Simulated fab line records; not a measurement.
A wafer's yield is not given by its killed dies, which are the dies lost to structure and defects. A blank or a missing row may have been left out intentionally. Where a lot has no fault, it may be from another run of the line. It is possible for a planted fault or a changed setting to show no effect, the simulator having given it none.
fab line records | flow nand_harc
record lots=5 | wafers=15 | last_day=33
route steps=1302 shown P_ZERO_WELL@44 END@1302
lots untouched by any fault: they come from a run of this same line in which no faults occurred
start_h: the number of hours between the record's first day and the start of the first shown wafer of the lot | wait_h: hours since the lot's step before | " repeats the value in the row above | L1.1+2: a row that stands for several wafers | - no value present, or no start provided | * or withheld: withheld | < > ~ a bound
route shown NAME@n: names a module that has steps shown in the file, with the first one's number in the route | usual: mean/standard deviation of fault-free wafers | same: alike in all rows | chamber/n: place in a boat | sites: per-site readings | _std_site: standard deviation across them | _edge_site: outer sites' mean less inner sites' | radius_mm: for every site, how far away it sits from the centre of the wafer | mask NAME#n: copy n | behind: tool/chamber where the wafer was last shaped | hold: reason for holding the lot/hours on hold/outcome of the hold | device: transistor that didn't switch, given as n, p or np | end of line: the route-end tests of the same wafers | a step given without rows: its recipe and nothing more | killed: not the wafer's yield, but the dies lost to structure and defects at the first sort | map: shows each die of a wafer: x if killed, . if not, _ if none is there
set.NAME: setting as actually run; set.NAME@STEP: the setting as run at that earlier step | model.NAME: the simulator's own value behind a step, which no gauge read
lots at some steps of the route; a table a step, a row a wafer
services: from which hour (start_h, from the record's first day; less than 0 if before it) a tool's chamber was out of use, for how many hours, and why
## steps
# step NHARC_P_ZERO_WELL_CD_MEAS_37
# recipe target_cd_nm=720 | landing_energy_ev=500
# usual cd_nm=719.7/1.5
lot.wafer | tool      | chamber | start_h | wait_h | cd_nm
L296.1    | cd_sem-03 | 0       | 54.02   | -      | 724.1
L296.3    | "         | 0       | "       | "      | 720.7
L296.4    | "         | 0       | "       | "      | 723.1
L299.3    | cd_sem-01 | 0       | 84.08   | -      | 719.7
L299.4    | "         | 0       | "       | "      | 718.6
L299.5    | "         | 0       | "       | "      | 718.3
L309.2    | cd_sem-03 | 0       | 184.22  | -      | 718.9
L309.3    | "         | 0       | "       | "      | 719.6
L309.4    | "         | 0       | "       | "      | 720.0
L310.1    | cd_sem-03 | 0       | 194.13  | -      | 718.5
L310.3    | "         | 0       | "       | "      | 721.5
L310.4    | "         | 0       | "       | "      | 719.4
L316.1    | cd_sem-02 | 0       | 254.23  | -      | 721.2
L316.3    | "         | 0       | "       | "      | 718.8
L316.5    | "         | 0       | "       | "      | 720.9
# step NHARC_P_ZERO_WELL_HARDBAKE_38
# recipe temp_c=125 | time_s=80
# step NHARC_P_ZERO_WELL_DESCUM_39
# recipe time_s=3 | o2_flow_sccm=200 | ar_flow_sccm=0 | bias_power_w=0 | chemistry=O2
# usual drypump_motor_current_A=5.6/0.42 | mfc_ar_sccm=0.012/0.014 | o2_flow_sccm=200.1/0.61 | oes_product_au=1.002/0.0095 | rf_vpp_V=57.7/0.8 | showerhead_plenum_p_Torr=1.90/0.076 | throttle_valve_pct=11.310/0.0088
lot.wafer | tool        | chamber | start_h | wait_h | drypump_motor_current_A | mfc_ar_sccm | o2_flow_sccm | oes_product_au | rf_hours_counter_h | rf_vpp_V | showerhead_plenum_p_Torr | throttle_valve_pct
L296.4    | rie_diel-01 | 2       | 54.19   | -      | 5.2                     | 0.021       | 199.8        | 1.011          | 3                  | 57.6     | 1.81                     | 11.296
L296.1    | "           | 3       | "       | "      | 5.9                     | 0           | 200.7        | 1.012          | 3                  | 58.3     | 1.88                     | 11.327
L296.3    | "           | 0       | "       | "      | 4.9                     | 0           | 198.9        | 0.991          | 3                  | 56.8     | 1.85                     | 11.309
L299.3    | rie_diel-04 | 2       | 84.24   | -      | 6.1                     | 0.043       | 198.7        | 1.000          | 19                 | 57.5     | 1.88                     | 11.320
L299.5    | "           | 2       | "       | "      | 6.1                     | 0.043       | 199.9        | 1.010          | -                  | 57.1     | 1.88                     | 11.322
L299.4    | "           | 1       | "       | "      | 5.5                     | 0.025       | 200.9        | 1.007          | -                  | 57.3     | 1.90                     | 11.316
L309.3    | rie_diel-01 | 2       | 184.38  | -      | 5.2                     | 0.021       | 199.7        | 0.992          | 51                 | 56.1     | 1.80                     | 11.301
L309.2    | "           | 3       | "       | "      | 5.9                     | 0           | 200.0        | 0.991          | 52                 | 56.7     | 1.86                     | 11.318
L309.4    | "           | 0       | "       | "      | 4.9                     | 0           | 199.4        | 0.996          | 40                 | 57.2     | 1.84                     | 11.308
L310.3    | rie_diel-04 | 1       | 194.29  | -      | 5.5                     | 0.025       | 200.9        | 1.009          | 2                  | 56.9     | 1.89                     | 11.295
L310.1    | "           | 2       | "       | "      | 6.1                     | 0.043       | 199.0        | 1.009          | 2                  | 58.4     | 1.87                     | 11.312
L310.4    | "           | 3       | "       | "      | 5.5                     | 0           | 200.2        | 1.013          | 2                  | 57.5     | 1.98                     | 11.320
L316.1    | rie_diel-01 | 0       | 254.42  | -      | 4.9                     | 0           | 200.0        | 1.021          | 10                 | 57.1     | 1.83                     | 11.306
L316.3    | "           | 1       | "       | "      | 6.4                     | 0           | 200.2        | 1.012          | 9                  | 57.9     | 1.85                     | 11.301
L316.5    | "           | 3       | "       | "      | 6.0                     | 0           | 199.6        | 1.011          | -                  | 58.6     | 1.86                     | 11.312
# step NHARC_P_ZERO_WELL_IMPLANT_40
# recipe energy_kev=300 | dose_cm2=1e+13 | tilt_deg=7
# step NHARC_P_ZERO_WELL_IMPLANT_59
# recipe energy_kev=120 | dose_cm2=5e+12 | tilt_deg=7
# step NHARC_P_ZERO_WELL_IMPLANT_60
# recipe energy_kev=30 | dose_cm2=2e+12 | tilt_deg=7
# step NHARC_P_ZERO_WELL_STRIP_41
# recipe time_s=840 | temp_c=130 | chemistry=SPM
# step NHARC_P_ZERO_WELL_DEHYDRATE_44
# recipe temp_c=150 | time_s=120
# step NHARC_P_ZERO_WELL_HMDS_45
# recipe time_s=30
# step NHARC_P_ZERO_WELL_COAT_46
# recipe spin_rpm=withheld
# step NHARC_P_ZERO_WELL_SOFTBAKE_47
# recipe temp_c=122 | time_s=95
# step NHARC_P_ZERO_WELL_EBR_48
# step NHARC_P_ZERO_WELL_EXPOSE_49
# recipe na=0.6 | target_cd_nm=2000 | dose_mj=22.64 | mask_id=P_HVPW
# usual reticle_temp_C=23.04/0.12
lot.wafer | tool           | chamber | start_h | wait_h | mask        | reticle_temp_C
L296.1    | krf_scanner-04 | 0       | 55.51   | -      | P_HVPW#0    | 22.83
L296.3    | "              | 0       | "       | "      | P_HVPW#0    | 22.92
L296.4    | "              | 0       | "       | "      | P_HVPW#0    | 23.01
L299.3    | krf_scanner-02 | 0       | 85.47   | -      | P_HVPW_R1#0 | 23.20
L299.4    | "              | 0       | "       | "      | P_HVPW_R1#0 | 23.26
L299.5    | "              | 0       | "       | "      | P_HVPW_R1#0 | 23.26
L309.2    | krf_scanner-02 | 0       | 185.59  | -      | P_HVPW#0    | 23.15
L309.3    | "              | 0       | "       | "      | P_HVPW#0    | 23.04
L309.4    | "              | 0       | "       | "      | P_HVPW#0    | 23.05
L310.1    | krf_scanner-02 | 0       | 195.49  | -      | P_HVPW#0    | 23.16
L310.3    | "              | 0       | "       | "      | P_HVPW#0    | 23.08
L310.4    | "              | 0       | "       | "      | P_HVPW#0    | 23.13
L316.1    | krf_scanner-02 | 0       | 255.59  | -      | P_HVPW#0    | 23.24
L316.3    | "              | 0       | "       | "      | P_HVPW#0    | 23.13
L316.5    | "              | 0       | "       | "      | P_HVPW#0    | 23.03
# step NHARC_P_ZERO_WELL_PEB_50
# recipe peb_temp_c=118 | peb_time_s=85
# step NHARC_P_ZERO_WELL_DEVELOP_51
# recipe time_s=70
# step NHARC_P_ZERO_WELL_CD_MEAS_52
# recipe target_cd_nm=2000 | landing_energy_ev=500
# usual cd_nm=1999.6/2.1
lot.wafer | tool      | chamber | start_h | wait_h | cd_nm
L296.1    | cd_sem-02 | 0       | 55.67   | -      | 2000.0
L296.3    | "         | 0       | "       | "      | 1999.2
L296.4    | "         | 0       | "       | "      | 1999.2
L299.3    | cd_sem-02 | 0       | 85.62   | -      | 1885.2
L299.4    | "         | 0       | "       | "      | 1882.7
L299.5    | "         | 0       | "       | "      | 1884.1
L309.2    | cd_sem-01 | 0       | 185.74  | -      | 1994.5
L309.3    | "         | 0       | "       | "      | 1999.0
L309.4    | "         | 0       | "       | "      | 1996.7
L310.1    | cd_sem-03 | 0       | 195.65  | -      | 2002.5
L310.3    | "         | 0       | "       | "      | 1997.9
L310.4    | "         | 0       | "       | "      | 1999.8
L316.1    | cd_sem-02 | 0       | 255.75  | -      | 1999.0
L316.3    | "         | 0       | "       | "      | 2000.9
L316.5    | "         | 0       | "       | "      | 1996.3
# step NHARC_P_ZERO_WELL_HARDBAKE_53
# recipe temp_c=125 | time_s=80
# step NHARC_P_ZERO_WELL_DESCUM_54
# recipe time_s=3 | o2_flow_sccm=200 | ar_flow_sccm=0 | bias_power_w=0 | chemistry=O2
# usual drypump_motor_current_A=5.6/0.46 | mfc_ar_sccm=0.008/0.011 | o2_flow_sccm=200.0/0.62 | oes_product_au=1.001/0.01 | rf_vpp_V=57.6/0.9 | showerhead_plenum_p_Torr=1.87/0.058 | throttle_valve_pct=11.312/0.0082
lot.wafer | tool        | chamber | start_h | wait_h | drypump_motor_current_A | mfc_ar_sccm | o2_flow_sccm | oes_product_au | rf_hours_counter_h | rf_vpp_V | showerhead_plenum_p_Torr | throttle_valve_pct | model.P_ZERO_WELL.cd_nm
L296.3    | rie_diel-01 | 2       | 55.84   | -      | 5.2                     | 0.021       | 199.9        | 1.001          | 4                  | 57.9     | 1.81                     | 11.309             | 1999
L296.4    | "           | 3       | "       | "      | 5.9                     | 0           | 199.9        | 1.005          | 3                  | 56.7     | 1.88                     | 11.311             | 1999
L296.1    | "           | 0       | "       | "      | 4.9                     | 0           | 200.6        | 1.000          | 3                  | 56.2     | 1.85                     | 11.309             | 2000
L299.3    | rie_diel-08 | 1       | 85.78   | -      | 5.8                     | 0.006       | 199.3        | 0.992          | 18                 | 58.1     | 1.96                     | 11.307             | 1884
L299.4    | "           | 2       | "       | "      | 5.9                     | 0.016       | 200.7        | 1.015          | 20                 | 58.7     | 1.90                     | 11.320             | 1883
L299.5    | "           | 0       | "       | "      | 5.2                     | 0.021       | 199.5        | 1.003          | -                  | 57.4     | 1.82                     | 11.299             | 1884
L309.2    | rie_diel-08 | 3       | 185.90  | -      | 5.9                     | 0           | 200.4        | 1.001          | 47                 | 59.5     | 1.89                     | 11.309             | 1995
L309.3    | "           | 0       | "       | "      | 5.3                     | 0.021       | 200.5        | 1.013          | 47                 | 57.7     | 1.81                     | 11.307             | 1999
L309.4    | "           | 1       | "       | "      | 5.8                     | 0.006       | 199.6        | 0.994          | 50                 | 58.1     | 1.95                     | 11.311             | 1996
L310.4    | rie_diel-01 | 3       | 195.81  | -      | 5.9                     | 0           | 200.0        | 0.983          | 56                 | 57.6     | 1.86                     | 11.309             | 2000
L310.1    | "           | 0       | "       | "      | 4.9                     | 0           | 200.9        | 0.990          | 45                 | 57.7     | 1.84                     | 11.310             | 2003
L310.3    | "           | 1       | "       | "      | 6.4                     | 0           | 200.0        | 0.974          | 56                 | 56.9     | 1.86                     | 11.313             | 1999
L316.3    | rie_diel-04 | 2       | 255.92  | -      | 6.1                     | 0.043       | 199.8        | 1.001          | 22                 | 57.5     | 1.86                     | 11.307             | 2002
L316.1    | "           | 3       | "       | "      | 5.5                     | 0           | 200.1        | 1.001          | 21                 | 56.6     | 1.97                     | 11.302             | 1999
L316.5    | "           | 3       | "       | "      | 5.4                     | 0           | 200.9        | 1.007          | -                  | 58.2     | 1.97                     | 11.290             | 1996
# step NHARC_P_ZERO_WELL_IMPLANT_55
# recipe energy_kev=180 | dose_cm2=8e+11 | tilt_deg=7
# step NHARC_END_SORT_01
# recipe temp_c=25
# usual killed_at_array=49/18 | killed_at_other=0.8/1 | killed_at_periphery=4.2/2.8 | killed_dies=54/18 | killed_open=3.0/1.7 | killed_short=2.5/1.6
# same gross_dies=677
lot.wafer | tool      | chamber | start_h | wait_h | killed_at_array | killed_at_other | killed_at_periphery | killed_dies | killed_open | killed_short
L309.2    | prober-01 | 0       | 740.66  | 2.8    | 48              | 0               | 4                   | 52          | 0           | 3
L309.3    | prober-01 | 0       | 741.46  | 3.1    | 63              | 1               | 8                   | 72          | 3           | 0
L309.4    | prober-01 | 0       | 742.26  | 3.4    | 60              | 0               | 7                   | 67          | 3           | 0
L310.1    | prober-01 | 0       | 750.15  | 2.5    | 62              | 1               | 5                   | 68          | 6           | 3
L310.3    | prober-01 | 0       | 751.75  | 3.1    | 39              | 1               | 5                   | 45          | 2           | 5
L310.4    | prober-01 | 0       | 752.55  | 3.4    | 50              | 2               | 1                   | 53          | 1           | 5
# killed by level:class
L309.2 A_CHANNEL_HOLE_D1:chamber_film_flake=18 A_CHANNEL_HOLE_D2:chamber_film_flake=11 A_CONTACT:chamber_film_flake=5 A_BONDPAD:chamber_film_flake=4 A_SLIT:chamber_film_flake=4 P_CONTACT:chamber_film_flake=2 A_DECK1_JOINT:chamber_film_flake=2 A_STAIRCASE:chamber_film_flake=2
L309.3 A_CHANNEL_HOLE_D1:chamber_film_flake=35 A_CHANNEL_HOLE_D2:chamber_film_flake=11 A_CONTACT:chamber_film_flake=5 A_SLIT:chamber_film_flake=5 P_GATE:chamber_film_flake=3 A_DECK1_JOINT:chamber_film_flake=2 P_CONTACT:chamber_film_flake=2 A_STAIRCASE:chamber_film_flake=2
L309.4 A_CHANNEL_HOLE_D2:chamber_film_flake=22 A_CHANNEL_HOLE_D1:chamber_film_flake=17 A_SLIT:chamber_film_flake=10 A_CONTACT:chamber_film_flake=5 P_CONTACT:chamber_film_flake=4 A_STAIRCASE:chamber_film_flake=2 P_GATE:geometric_particle:open=1 A_ONON_D2:geometric_particle:open=1
L310.1 A_SLIT:chamber_film_flake=36 A_CONTACT:chamber_film_flake=9 A_ONON_D1:geometric_particle:open=3 A_CHANNEL_HOLE_D1:chamber_film_flake=3 A_STAIRCASE:chamber_film_flake=2 A_SGD_CUT:chamber_film_flake=2 A_WL_FILL:chamber_film_flake=2 P_GATE:geometric_particle:short=1
L310.3 A_SLIT:chamber_film_flake=14 A_CONTACT:chamber_film_flake=7 A_CHANNEL_HOLE_D1:chamber_film_flake=4 A_STAIRCASE:chamber_film_flake=3 A_SGD_CUT:chamber_film_flake=3 A_WL_FILL:chamber_film_flake=3 P_GATE:geometric_particle:short=1 P_CONTACT:geometric_particle:short=1
L310.4 A_SLIT:chamber_film_flake=30 A_CHANNEL_HOLE_D1:chamber_film_flake=8 A_CONTACT:chamber_film_flake=3 A_CHANNEL_HOLE_D2:chamber_film_flake=2 A_STAIRCASE:chamber_film_flake=2 P_M1:geometric_particle:short=1 A_DECK1_JOINT:geometric_particle:short=1 A_ONON_D2:geometric_particle:short=1
## services
tool           | chamber | start_h | hours | kind
krf_scanner-04 | -       | 42.41   | 1.4   | repair
krf_scanner-04 | -       | 51.94   | 2.1   | repair
rie_diel-04    | 0       | 54.98   | 2.1   | repair
krf_scanner-04 | -       | 60.90   | 0.2   | repair
rie_diel-08    | -       | 63.82   | 2.6   | repair
rie_diel-04    | 2       | 65.92   | 11.5  | repair
krf_scanner-02 | -       | 66.88   | 0.3   | repair
krf_scanner-04 | -       | 75.04   | 22.5  | repair
rie_diel-04    | 3       | 81.27   | 16.3  | repair
krf_scanner-02 | -       | 100.12  | 4.0   | pm
rie_diel-01    | 0       | 114.58  | 9.0   | repair
rie_diel-04    | 2       | 117.62  | 6.3   | repair
rie_diel-01    | 1       | 131.48  | 9.0   | repair
rie_diel-01    | 0       | 148.55  | 23.3  | repair
krf_scanner-02 | -       | 156.91  | 6.9   | repair
rie_diel-04    | 1       | 169.83  | 4.1   | repair
rie_diel-04    | -       | 177.92  | 9.0   | pm
krf_scanner-04 | -       | 182.00  | 4.0   | pm
rie_diel-08    | -       | 190.85  | 9.0   | pm
krf_scanner-04 | -       | 193.51  | 3.3   | repair
rie_diel-01    | 2       | 197.68  | 5.6   | repair
rie_diel-01    | -       | 203.83  | 9.0   | pm
rie_diel-01    | 3       | 223.79  | 11.7  | repair
rie_diel-08    | -       | 226.94  | 1.6   | repair
## key
first_sign step=NHARC_P_ZERO_WELL_EXPOSE_49 | reading=mask | direction=changed
effect step=NHARC_P_ZERO_WELL_CD_MEAS_52 | reading=cd_nm | direction=down | sigmas=55 | usual=1999.6 | struck=1884.0
model_effect step=NHARC_P_ZERO_WELL_DESCUM_54 | value=P_ZERO_WELL.cd_nm | without=2001 | struck=1884
met_at NHARC_P_ZERO_WELL_EXPOSE_49
struck_wafers L299.3,L299.4,L299.5
tester_left_out L299
fault kind=wrong_mask | tool=any | chamber=- | onset_h=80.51 | steps=NHARC_P_ZERO_WELL_EXPOSE_49 | aux_copy=P_HVPW_R1#0 | cd_offset_nm=-117.4 | scope=struck_lots_only
# tester_left_out: of these lots the tester's yield and bins aren't shown, on N5 and GAA mostly nor the transistor test; their killed dies are dies lost to structure and defects alone, not to doping, threshold or leakage, so they don't give the yield
